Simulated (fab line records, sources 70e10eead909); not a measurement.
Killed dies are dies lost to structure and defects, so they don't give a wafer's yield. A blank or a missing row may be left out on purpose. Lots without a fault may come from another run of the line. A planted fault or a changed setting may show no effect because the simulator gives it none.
fab line records | flow nand_harc
record lots=24 wafers=72 last_day=33
route steps=1302 shown P_GATE@156 P_CONTACT@238 P_M0@264
lots that met no fault: from a run of the same line without faults
start_h: hours from the record's first day to the start of the lot's first wafer shown | wait_h: hours since the lot's step before | " the same as in the row above | L1.1+2: a row that stands for several wafers | - no value, or no start given | * or withheld: withheld | < > ~ a bound
route shown NAME@n: a module of which the file shows steps, and the number in the route of the first | usual: mean/standard deviation of fault-free wafers | same: alike in all rows | chamber/n: place in a boat | sites: the reading at each site | _std_site: their standard deviation | _edge_site: outer sites' mean less inner sites' | radius_mm: how far each site lies from the wafer's centre | mask NAME#n: copy n | behind: the tool/chamber that last shaped the wafer | hold: why the lot was held/for how many hours/how that ended | device: the transistor (n, p or np) that didn't switch | end of line: the same wafers' tests at the end of the route | a step without rows: its recipe alone | killed: dies lost to structure and defects at the first sort, not the wafer's yield | map: a wafer's dies, x killed, . not, _ none there
set.NAME: the setting as run; set.NAME@STEP: as run at that earlier step | model.NAME: the simulator's own value behind a step, which no gauge read
steps of the route over a sample of lots; a table a step, a row a wafer
services: from which hour (start_h, from the record's first day; less than 0 if before it) a tool's chamber was out of use, for how many hours, and why
## steps
# step NHARC_P_GATE_ETCHBACK_37
# recipe target_depth_a=345 time_s=17.2 chf3_flow_sccm=50 o2_flow_sccm=10 ar_flow_sccm=200 rf_w=500 bias_w=200 chemistry=CHF3/O2
# usual drypump_motor_current_A=5.6/0.32 oes_product_au=0.95/0.034 rf_vpp_V=371.5/2 showerhead_plenum_p_Torr=2.44/0.085 throttle_valve_pct=20.573/0.0077
# columns lot.wafer tool chamber start_h wait_h drypump_motor_current_A oes_product_au rf_hours_counter_h rf_vpp_V showerhead_plenum_p_Torr throttle_valve_pct
L074.3 rie_diel-09 3 - - 6.1 0.92 7.1 371.5 2.46 20.578
L074.2 " 0 " " 5.6 0.93 7.0 373.7 2.52 20.564
L074.5 " 3 " " 6.1 0.92 - 370.2 2.46 20.565
L075.4 rie_diel-09 1 - - 5.4 0.92 6.3 371.0 2.42 20.565
L075.1 " 0 " " 5.6 0.93 7.9 372.0 2.52 20.580
L075.6 " 1 " " 5.4 0.93 - 370.6 2.42 20.568
L076.4 rie_diel-09 3 - - 6.2 0.91 8.1 372.1 2.46 20.591
L076.2 " 1 " " 5.4 0.93 6.5 370.6 2.42 20.581
L076.5 " 0 " " 5.6 0.92 - 373.6 2.52 20.573
L077.1 rie_diel-03 1 - - 5.4 0.93 0.8 367.5 2.31 20.590
L077.2 " 2 " " 5.8 0.93 1.2 371.8 2.54 20.565
L077.5 " 3 " " 5.2 0.93 - 370.0 2.40 20.578
L078.2 rie_diel-03 3 - - 5.2 0.94 1.9 371.6 2.40 20.578
L078.6 " 2 " " 5.8 0.92 - 374.4 2.54 20.565
L078.5 " 3 " " 5.2 0.93 - 371.0 2.40 20.579
L079.3 rie_diel-09 0 - - 5.6 1.02 0.3 373.2 2.52 20.564
L079.4 " 2 " " 5.3 0.99 0.3 372.5 2.51 20.576
L079.5 " 1 " " 5.4 1.00 - 371.8 2.42 20.562
L080.3 rie_diel-03 3 - - 5.2 1.00 3.1 371.0 2.40 20.579
L080.2 " 0 " " 6.0 1.00 2.9 371.3 2.43 20.555
L080.5 " 3 " " 5.2 1.00 - 372.0 2.40 20.584
L081.4 rie_diel-09 3 - - 6.1 0.99 0.5 371.3 2.46 20.575
L081.2 " 2 " " 5.3 0.98 0.5 372.3 2.51 20.583
L081.5 " 3 " " 6.1 0.98 - 371.5 2.46 20.584
L082.2 rie_diel-09 1 - - 5.4 0.99 0.6 372.7 2.42 20.563
L082.5 " 3 " " 6.1 0.99 - 372.6 2.46 20.573
L082.6 " 0 " " 5.6 1.02 - 372.7 2.52 20.569
L083.1 rie_diel-05 2 - - 5.4 0.95 7.6 369.6 2.38 20.571
L083.4 " 1 " " 4.9 0.95 6.6 373.3 2.56 20.573
L083.6 " 3 " " 5.4 0.94 - 367.9 2.26 20.565
L084.1 rie_diel-05 2 - - 5.4 0.93 7.8 369.5 2.38 20.563
L084.3 " 1 " " 4.9 0.93 6.8 374.6 2.56 20.576
L084.6 " 2 " " 5.5 0.94 - 369.6 2.38 20.589
L085.4 rie_diel-09 2 - - 5.3 0.91 1.4 372.3 2.51 20.569
L085.3 " 3 " " 6.1 0.92 1.4 372.7 2.45 20.569
L085.5 " 1 " " 5.4 0.92 - 371.9 2.42 20.566
L086.3 rie_diel-09 0 - - 5.6 1.01 3.4 373.4 2.52 20.586
L086.4 " 0 " " 5.7 1.02 - 372.7 2.52 20.570
L086.6 " 1 " " 5.4 0.99 - 371.7 2.42 20.577
L087.2 rie_diel-03 3 - - 5.2 0.92 6.0 371.7 2.40 20.580
L087.1 " 0 " " 6.0 0.92 5.7 372.5 2.43 20.569
L087.6 " 0 " " 6.0 0.92 - 369.8 2.43 20.572
L088.4 rie_diel-05 3 - - 5.3 0.92 0.6 369.0 2.26 20.579
L088.1 " 2 " " 5.5 0.91 0.6 369.7 2.38 20.572
L088.5 " 3 " " 5.3 0.93 - 367.2 2.26 20.574
L089.1 rie_diel-05 2 - - 5.5 0.99 0.6 370.1 2.38 20.579
L089.2 " 3 " " 5.4 1.00 0.6 367.1 2.26 20.580
L089.5 " 0 " " 5.8 1.00 - 372.5 2.52 20.583
L090.3 rie_diel-09 1 - - 5.4 0.93 5.1 370.7 2.42 20.573
L090.4 " 2 " " 5.3 0.92 5.0 373.8 2.51 20.555
L090.1 " 0 " " 5.6 0.93 4.8 373.4 2.52 20.569
L091.2 rie_diel-09 2 - - 5.3 0.94 5.1 372.6 2.51 20.577
L091.6 " 1 " " 5.4 0.94 - 371.1 2.42 20.566
L091.5 " 2 " " 5.3 0.93 - 372.3 2.51 20.561
L092.3 rie_diel-05 3 - - 5.4 0.92 3.8 368.4 2.26 20.569
L092.2 " 0 " " 5.8 0.92 4.1 372.7 2.52 20.585
L092.1 " 2 " " 5.5 0.91 2.8 369.3 2.37 20.574
L093.3 rie_diel-03 1 - - 5.4 0.99 0.9 366.6 2.30 20.565
L093.2 " 3 " " 5.1 0.99 0.5 370.2 2.40 20.568
L093.5 " 0 " " 6.0 1.01 - 372.4 2.42 20.568
L094.1 rie_diel-09 0 - - 5.6 0.95 6.4 373.5 2.52 20.583
L094.4 " 3 " " 6.1 0.92 6.5 373.3 2.45 20.565
L094.5 " 0 " " 5.6 0.93 - 373.4 2.52 20.553
L095.4 rie_diel-03 3 - - 5.2 0.93 2.9 371.3 2.40 20.581
L095.1 " 0 " " 6.0 0.93 3.5 371.1 2.42 20.579
L095.5 " 2 " " 5.8 0.92 - 372.9 2.54 20.570
L096.1 rie_diel-05 0 - - 5.8 0.91 5.7 372.8 2.52 20.573
L096.5 " 2 " " 5.4 0.91 - 368.9 2.37 20.568
L096.6 " 3 " " 5.3 0.92 - 367.1 2.25 20.577
L097.4 rie_diel-03 2 - - 5.8 0.92 4.8 374.4 2.54 20.566
L097.3 " 3 " " 5.2 0.91 5.0 371.2 2.40 20.578
L097.1 " 1 " " 5.4 0.93 3.8 370.1 2.30 20.572
# step NHARC_P_CONTACT_ETCH_18
# recipe target_depth_a=4810 time_s=240.5 c4f8_flow_sccm=20 o2_flow_sccm=10 ar_flow_sccm=withheld rf_w=600 bias_w=1500 chemistry=C4F8/O2/Ar
# usual oes_product_au=0.950/0.021 rf_vpp_V=976/5.1
# columns lot.wafer tool chamber start_h wait_h oes_product_au rf_hours_counter_h rf_vpp_V
L074.3 rie_diel-10 2 - - 0.977 2.7 971
L074.2 " 1 " " 0.947 2.9 974
L074.5 " 3 " " 0.971 - 970
L075.4 rie_diel-01 3 - - 0.984 1.5 981
L075.1 " 0 " " 0.966 2.6 970
L075.6 " 2 " " 0.969 - 970
L076.2 rie_diel-02 2 - - 0.952 2.1 982
L076.5 " 0 " " 0.955 - 982
L076.4 " 3 " " 0.955 - 978
L077.2 rie_diel-02 2 - - 0.974 2.5 983
L077.1 " 1 " " 0.970 2.5 974
L077.5 " 3 " " 0.958 - 979
L078.2 rie_diel-01 0 - - 0.922 3.2 971
L078.5 " 1 " " 0.943 - 974
L078.6 " 2 " " 0.926 - 971
L079.4 rie_diel-02 1 - - 0.924 3.2 973
L079.3 " 2 " " 0.930 3.3 983
L079.5 " 0 " " 0.930 - 982
L080.2 rie_diel-02 0 - - 0.968 3.8 983
L080.3 " 1 " " 0.984 3.8 973
L080.5 " 0 " " 0.958 - 982
L081.4 rie_diel-10 1 - - 0.949 7.5 974
L081.2 " 3 " " 0.982 7.3 969
L081.5 " 1 " " 0.959 - 977
L082.2 rie_diel-10 2 - - 0.933 6.9 972
L082.5 " 0 " " 0.935 - 983
L082.6 " 1 " " 0.927 - 976
L083.1 rie_diel-02 3 - - 0.950 4.9 978
L083.4 " 0 " " 0.948 4.6 983
L083.6 " 1 " " 0.957 - 974
L084.1 rie_diel-01 1 - - 0.971 0.4 973
L084.3 " 2 " " 0.981 0.4 970
L084.6 " 1 " " 0.978 - 974
L085.3 rie_diel-10 1 - - 0.910 9.3 975
L085.4 " 0 " " 0.936 9.3 984
L085.5 " 2 " " 0.924 - 971
L086.4 rie_diel-01 3 - - 0.951 1.0 978
L086.3 " 1 " " 0.982 1.4 973
L086.6 " 3 " " 0.956 - 980
L087.2 rie_diel-01 2 - - 0.961 1.7 969
L087.1 " 0 " " 0.988 1.6 971
L087.6 " 2 " " 0.965 - 969
L088.4 rie_diel-02 0 - - 0.947 0.6 983
L088.1 " 3 " " 0.934 0.5 978
L088.5 " 0 " " 0.947 - 984
L089.2 rie_diel-01 1 - - 0.921 2.1 973
L089.1 " 2 " " 0.923 2.0 971
L089.5 " 0 " " 0.923 - 970
L090.3 rie_diel-02 1 - - 0.909 1.3 975
L090.4 " 2 " " 0.911 1.3 983
L090.1 " 3 " " 0.922 1.2 977
L091.2 rie_diel-10 3 - - 0.985 2.1 969
L091.6 " 3 " " 0.982 - 969
L091.5 " 0 " " 0.968 - 983
L092.3 rie_diel-02 3 - - 0.948 1.9 979
L092.2 " 0 " " 0.948 2.0 983
L092.1 " 1 " " 0.943 2.3 974
L093.2 rie_diel-02 3 - - 0.971 2.3 979
L093.3 " 1 " " 0.946 2.6 973
L093.5 " 3 " " 0.966 - 978
L094.4 rie_diel-01 0 - - 0.966 3.4 971
L094.1 " 3 " " 0.951 3.1 979
L094.5 " 0 " " 0.973 - 971
L095.1 rie_diel-01 2 - - 0.930 3.9 970
L095.4 " 3 " " 0.925 - 979
L095.5 " 2 " " 0.935 - 970
L096.1 rie_diel-02 1 - - 0.964 3.8 974
L096.5 " 3 " " 0.967 - 979
L096.6 " 0 " " 0.969 - 983
L097.4 rie_diel-10 0 - - 0.967 6.1 984
L097.1 " 1 " " 0.932 5.5 976
L097.3 " 2 " " 0.964 5.1 969
# step NHARC_P_CONTACT_PVD_32
# recipe target_thk_a=50 chamber_pressure_pa=5 power_w=5000 substrate_temp_c=200 time_s=17.7 material=Ti
# usual cathode_dc_power_W=5000.0/0.9 throttle_valve_pct=29.8/0.99
# columns lot.wafer tool chamber start_h wait_h cathode_dc_power_W throttle_valve_pct
L074.2 pvd_sputter-01 - - - 4999.7 30.2
L074.3 " - " " 5000.0 30.3
L074.5 " - " " 5000.7 30.4
L075.1 pvd_sputter-01 - - - 5000.7 29.8
L075.4 " - " " 5001.6 30.4
L075.6 " - " " 4999.7 29.7
L076.2 pvd_sputter-03 - - - 5000.6 29.9
L076.4 " - " " 5000.1 30.4
L076.5 " - " " 5000.0 28.1
L077.2 pvd_sputter-02 - - - 5001.9 30.5
L077.1 " - " " 4998.8 31.4
L077.5 " - " " 5000.7 29.9
L078.2 pvd_sputter-02 - - - 4999.4 31.5
L078.6 " - " " 4999.4 31.7
L078.5 " - " " 5000.3 29.8
L079.4 pvd_sputter-02 - - - 5000.7 30.5
L079.3 " - " " 5000.5 30.0
L079.5 " - " " 5000.5 30.9
L080.2 pvd_sputter-02 - - - 5000.8 30.2
L080.3 " - " " 5001.6 31.5
L080.5 " - " " 4999.1 29.7
L081.4 pvd_sputter-03 - - - 5000.0 29.6
L081.2 " - " " 5001.7 27.2
L081.5 " - " " 4999.3 29.9
L082.2 pvd_sputter-01 - - - 4999.8 30.3
L082.6 " - " " 4999.9 29.8
L082.5 " - " " 5002.3 28.5
L083.4 pvd_sputter-01 - - - 4999.0 30.1
L083.1 " - " " 4999.9 28.4
L083.6 " - " " 5000.3 30.5
L084.3 pvd_sputter-02 - - - 5002.1 30.0
L084.1 " - " " 5000.1 31.4
L084.6 " - " " 4998.7 29.8
L085.3 pvd_sputter-03 - - - 4999.9 29.4
L085.4 " - " " 4999.8 30.4
L085.5 " - " " 4999.6 27.5
L086.3 pvd_sputter-01 - - - 4999.7 29.8
L086.4 " - " " 4998.6 29.6
L086.6 " - " " 4999.2 30.6
L087.2 pvd_sputter-02 - - - 5001.0 30.0
L087.1 " - " " 5001.6 30.6
L087.6 " - " " 4998.6 29.9
L088.4 pvd_sputter-03 - - - 4999.2 30.1
L088.1 " - " " 4999.3 29.8
L088.5 " - " " 4999.7 30.2
L089.2 pvd_sputter-01 - - - 5001.2 30.8
L089.1 " - " " 4999.9 29.5
L089.5 " - " " 5000.3 29.4
L090.1 pvd_sputter-02 - - - 5000.9 30.5
L090.3 " - " " 4999.8 29.7
L090.4 " - " " 4999.9 30.5
L091.2 pvd_sputter-03 - - - 4999.3 30.1
L091.5 " - " " 5001.6 29.4
L091.6 " - " " 5001.6 30.1
L092.3 pvd_sputter-03 - - - 4999.9 30.4
L092.2 " - " " 5000.9 27.6
L092.1 " - " " 5000.2 29.6
L093.3 pvd_sputter-03 - - - 5000.3 27.3
L093.2 " - " " 5001.1 30.4
L093.5 " - " " 5001.0 29.6
L094.1 pvd_sputter-03 - - - 4999.1 29.5
L094.4 " - " " 4999.2 27.5
L094.5 " - " " 4999.9 29.5
L095.4 pvd_sputter-02 - - - 5001.4 29.6
L095.1 " - " " 4999.7 30.3
L095.5 " - " " 5000.5 32.3
L096.1 pvd_sputter-01 - - - 4999.9 30.3
L096.6 " - " " 5000.3 29.7
L096.5 " - " " 5000.2 28.7
L097.4 pvd_sputter-01 - - - 5000.5 28.3
L097.1 " - " " 5001.7 30.5
L097.3 " - " " 5000.0 29.7
# step NHARC_P_M0_OVL_MEAS_10
# recipe pitch_nm=180
# usual overlay_x_nm=0.0/0.83 overlay_y_nm=-0.1/0.77
# columns lot.wafer tool chamber start_h wait_h overlay_x_nm overlay_y_nm
L074.2 overlay-01 - 123.74 - -0.3 0.1
L074.3 " - " " -0.4 0.2
L074.5 " - " " -0.1 0.4
L075.1 overlay-01 - 131.93 - -0.9 0.6
L075.4 " - " " -1.1 0.3
L075.6 " - " " -0.7 1.0
L076.2 overlay-01 - 144.11 - -0.5 -0.5
L076.4 " - " " -0.8 -1.7
L076.5 " - " " -0.4 -0.7
L077.1 overlay-02 - 148.06 - 0.5 -1.1
L077.2 " - " " -0.5 -0.6
L077.5 " - " " -0.1 -0.5
L078.2 overlay-02 - 164.42 - -0.6 0.5
L078.5 " - " " -0.4 0.7
L078.6 " - " " -0.9 0.3
L079.3 overlay-01 - 178.41 - -0.2 0.1
L079.4 " - " " -0.2 0.6
L079.5 " - " " -0.4 0.1
L080.2 overlay-01 - 187.99 - -0.1 -1.3
L080.3 " - " " 0.6 -1.9
L080.5 " - " " -0.6 -1.9
L081.2 overlay-02 - 199.27 - 0.5 1.0
L081.4 " - " " -0.1 0.3
L081.5 " - " " 0.1 0.2
L082.2 overlay-02 - 205.90 - -0.4 -0.3
L082.5 " - " " -0.6 -0.2
L082.6 " - " " -0.4 -0.3
L083.1 overlay-02 - 216.37 - 0.0 0.6
L083.4 " - " " 0.1 -0.2
L083.6 " - " " -0.1 0.1
L084.1 overlay-02 - 225.16 - -0.5 -0.2
L084.3 " - " " -0.9 0.4
L084.6 " - " " -0.9 0.2
L085.3 overlay-02 - 225.95 - 0.0 0.2
L085.4 " - " " 0.4 0.3
L085.5 " - " " -0.6 0.5
L086.3 overlay-02 - 250.24 - 0.4 -1.2
L086.4 " - " " 0.4 -0.9
L086.6 " - " " 0.7 -1.0
L087.1 overlay-01 - 253.48 - -0.2 -1.0
L087.2 " - " " -0.6 -0.8
L087.6 " - " " 0.1 -1.2
L088.1 overlay-02 - 265.42 - -0.8 -0.5
L088.4 " - " " -0.4 -0.4
L088.5 " - " " -0.1 -0.1
L089.1 overlay-02 - 265.88 - 2.6 0.3
L089.2 " - " " 2.5 0.7
L089.5 " - " " 2.6 0.9
L090.1 overlay-02 - 284.05 - 0.2 1.5
L090.3 " - " " 0.5 0.9
L090.4 " - " " 0.5 1.3
L091.2 overlay-01 - 292.70 - 0.5 0.8
L091.5 " - " " 0.7 0.6
L091.6 " - " " 0.4 0.5
L092.1 overlay-02 - 307.79 - -1.2 -0.1
L092.2 " - " " -0.8 -0.5
L092.3 " - " " -0.6 -0.7
L093.2 overlay-02 - 309.15 - 0.3 -0.7
L093.3 " - " " -0.7 -1.3
L093.5 " - " " -0.9 -1.5
L094.1 overlay-02 - 322.97 - 0.2 -0.6
L094.4 " - " " 0.6 -0.5
L094.5 " - " " 0.4 -0.4
L095.1 overlay-02 - 339.99 - 0.6 -0.7
L095.4 " - " " 0.7 -0.1
L095.5 " - " " 0.6 -0.8
L096.1 overlay-02 - 342.57 - 0.4 1.4
L096.5 " - " " 0.5 -0.1
L096.6 " - " " 0.5 0.7
L097.1 overlay-02 - 356.81 - -0.8 -0.1
L097.3 " - " " -1.2 -0.1
L097.4 " - " " -1.3 -0.1
# step NHARC_P_M0_ETCH_15
# recipe target_depth_a=1500 overetch_a=150 time_s=82.5 c4f8_flow_sccm=withheld ar_flow_sccm=400 rf_w=600 bias_w=300 chemistry=C4F8/Ar
# usual oes_product_au=0.960/0.019 rf_vpp_V=441.7/2.7
# columns lot.wafer tool chamber start_h wait_h oes_product_au rf_hours_counter_h rf_vpp_V
L074.3 rie_diel-04 0 - - 0.964 21 444.1
L074.2 " 2 " " 0.979 20 443.5
L074.5 " 0 " " 0.962 - 443.8
L075.4 rie_diel-11 0 - - 0.934 19 445.2
L075.1 " 1 " " 0.950 6 437.7
L075.6 " 3 " " 0.961 - 440.3
L076.2 rie_diel-06 0 - - 0.953 3 442.0
L076.4 " 1 " " 0.937 6 440.6
L076.5 " 2 " " 0.928 - 441.2
L077.2 rie_diel-06 3 - - 0.988 4 440.9
L077.1 " 1 " " 0.962 6 440.6
L077.5 " 3 " " 0.975 - 441.0
L078.2 rie_diel-04 1 - - 0.979 26 441.1
L078.6 " 0 " " 0.959 - 443.2
L078.5 " 1 " " 0.980 - 441.9
L079.4 rie_diel-11 2 - - 0.987 36 435.4
L079.3 " 1 " " 0.980 24 435.3
L079.5 " 2 " " 0.991 - 436.1
L080.3 rie_diel-11 2 - - 0.964 39 435.3
L080.2 " 3 " " 0.961 47 440.1
L080.5 " 2 " " 0.977 - 437.5
L081.4 rie_diel-04 2 - - 0.964 3 443.5
L081.2 " 3 " " 0.979 1 442.8
L081.5 " 2 " " 0.959 - 444.8
L082.2 rie_diel-04 3 - - 0.987 2 442.7
L082.5 " 3 " " 0.981 - 443.3
L082.6 " 0 " " 0.954 - 443.9
L083.1 rie_diel-06 1 - - 0.966 27 442.2
L083.4 " 0 " " 0.956 22 441.6
L083.6 " 2 " " 0.947 - 441.2
L084.3 rie_diel-11 1 - - 0.932 39 436.3
L084.1 " 2 " " 0.938 50 436.3
L084.6 " 0 " " 0.937 - 444.9
L085.3 rie_diel-04 3 - - 0.966 6 441.7
L085.4 " 1 " " 0.993 7 441.5
L085.5 " 3 " " 0.963 - 441.6
L086.3 rie_diel-04 0 - - 0.951 9 443.7
L086.4 " 2 " " 0.982 10 444.6
L086.6 " 0 " " 0.962 - 444.3
L087.1 rie_diel-06 3 - - 0.925 31 441.5
L087.2 " 2 " " 0.916 38 441.7
L087.6 " 0 " " 0.924 - 440.6
L088.4 rie_diel-11 0 - - 0.943 0 444.1
L088.1 " 3 " " 0.944 0 439.6
L088.5 " 0 " " 0.942 - 445.8
L089.2 rie_diel-04 0 - - 0.951 11 443.3
L089.1 " 2 " " 0.942 11 443.2
L089.5 " 0 " " 0.951 - 443.2
L090.1 rie_diel-04 3 - - 0.963 15 442.4
L090.3 " 0 " " 0.961 17 445.6
L090.4 " 3 " " 0.951 - 443.1
L091.2 rie_diel-04 3 - - 0.969 18 441.5
L091.5 " 3 " " 0.975 - 442.7
L091.6 " 0 " " 0.957 - 441.9
L092.3 rie_diel-04 2 - - 0.996 19 442.5
L092.2 " 3 " " 0.949 21 441.2
L092.1 " 1 " " 0.956 25 439.7
L093.3 rie_diel-11 2 - - 0.948 16 447.1
L093.2 " 0 " " 0.927 18 444.4
L093.5 " 0 " " 0.938 - 445.6
L094.4 rie_diel-04 2 - - 0.977 21 444.7
L094.1 " 3 " " 0.960 23 441.8
L094.5 " 0 " " 0.955 - 444.2
L095.1 rie_diel-06 0 - - 0.954 13 441.9
L095.4 " 1 " " 0.981 11 440.7
L095.5 " 3 " " 0.950 - 441.1
L096.1 rie_diel-04 0 - - 0.977 30 442.8
L096.5 " 2 " " 0.962 - 443.4
L096.6 " 3 " " 0.971 - 441.9
L097.1 rie_diel-11 0 - - 0.937 34 444.6
L097.3 " 1 " " 0.928 33 436.5
L097.4 " 1 " " 0.939 - 436.8
# step NHARC_P_M0_DEGAS_28
# recipe temp_c=250 time_s=60
# usual heater_power_w=317/33
# columns lot.wafer tool chamber start_h wait_h heater_power_w
L074.2 pvd_sputter-03 - 124.75 - 308
L074.3 " - " " 343
L074.5 " - " " 337
L075.1 pvd_sputter-02 - 133.06 - 335
L075.4 " - " " 328
L075.6 " - " " 334
L076.2 pvd_sputter-01 - 147.97 - 341
L076.4 " - " " 296
L076.5 " - " " 277
L077.1 pvd_sputter-03 - 149.08 - 321
L077.2 " - " " 315
L077.5 " - " " 328
L078.2 pvd_sputter-03 - 165.44 - 337
L078.5 " - " " 347
L078.6 " - " " 323
L079.3 pvd_sputter-01 - 179.43 - 290
L079.4 " - " " 332
L079.5 " - " " 328
L080.2 pvd_sputter-01 - 189.02 - 278
L080.3 " - " " 327
L080.5 " - " " 276
L081.4 pvd_sputter-01 - 200.29 - 343
L081.2 " - " " 292
L081.5 " - " " 345
L082.2 pvd_sputter-02 - 206.95 - 338
L082.5 " - " " 339
L082.6 " - " " 333
L083.1 pvd_sputter-03 - 217.39 - 310
L083.4 " - " " 284
L083.6 " - " " 320
L084.3 pvd_sputter-03 - 226.18 - 318
L084.1 " - " " 288
L084.6 " - " " 317
L085.3 pvd_sputter-03 - 226.99 - 288
L085.4 " - " " 352
L085.5 " - " " 315
L086.4 pvd_sputter-01 - 251.26 - 337
L086.3 " - " " 289
L086.6 " - " " 328
L087.2 pvd_sputter-02 - 254.49 - 328
L087.1 " - " " 329
L087.6 " - " " 336
L088.4 pvd_sputter-02 - 266.43 - 334
L088.1 " - " " 332
L088.5 " - " " 419
L089.1 pvd_sputter-03 - 267.09 - 289
L089.2 " - " " 321
L089.5 " - " " 350
L090.4 pvd_sputter-03 - 285.11 - 285
L090.3 " - " " 345
L090.1 " - " " 317
L091.2 pvd_sputter-02 - 293.71 - 396
L091.5 " - " " 388
L091.6 " - " " 326
L092.3 pvd_sputter-03 - 308.94 - 291
L092.2 " - " " 314
L092.1 " - " " 263
L093.2 pvd_sputter-03 - 310.27 - 351
L093.3 " - " " 281
L093.5 " - " " 343
L094.4 pvd_sputter-01 - 324.04 - 281
L094.1 " - " " 290
L094.5 " - " " 325
L095.4 pvd_sputter-03 - 341.02 - 288
L095.1 " - " " 353
L095.5 " - " " 274
L096.1 pvd_sputter-01 - 343.63 - 336
L096.6 " - " " 328
L096.5 " - " " 283
L097.4 pvd_sputter-03 - 358.55 - 316
L097.1 " - " " 327
L097.3 " - " " 290
## services
# columns tool chamber start_h hours kind
rie_diel-02 - 87.26 1.2 repair
rie_diel-04 1 88.69 9.4 repair
rie_diel-09 - 89.24 0.4 repair
pvd_sputter-02 - 104.00 10.0 pm
rie_diel-04 0 127.24 2.9 repair
rie_diel-02 1 137.89 5.4 repair
rie_diel-09 - 143.43 9.0 pm
rie_diel-04 - 177.90 9.0 pm
rie_diel-04 3 188.65 5.1 repair
rie_diel-02 - 216.70 9.0 pm
pvd_sputter-01 - 226.00 10.0 pm
rie_diel-09 2 234.89 4.7 repair
pvd_sputter-03 - 243.47 7.9 repair
pvd_sputter-02 - 255.59 0.8 repair
pvd_sputter-03 - 273.04 1.0 repair
rie_diel-04 2 279.86 10.0 repair
rie_diel-09 2 281.81 2.0 repair
pvd_sputter-02 - 282.00 10.0 pm
rie_diel-04 2 303.18 4.8 repair
pvd_sputter-01 - 311.78 1.0 repair
pvd_sputter-01 - 314.71 3.5 repair
rie_diel-09 - 320.43 9.0 pm
rie_diel-04 1 330.91 5.1 repair
rie_diel-04 - 354.90 9.0 pm
## key
fault none
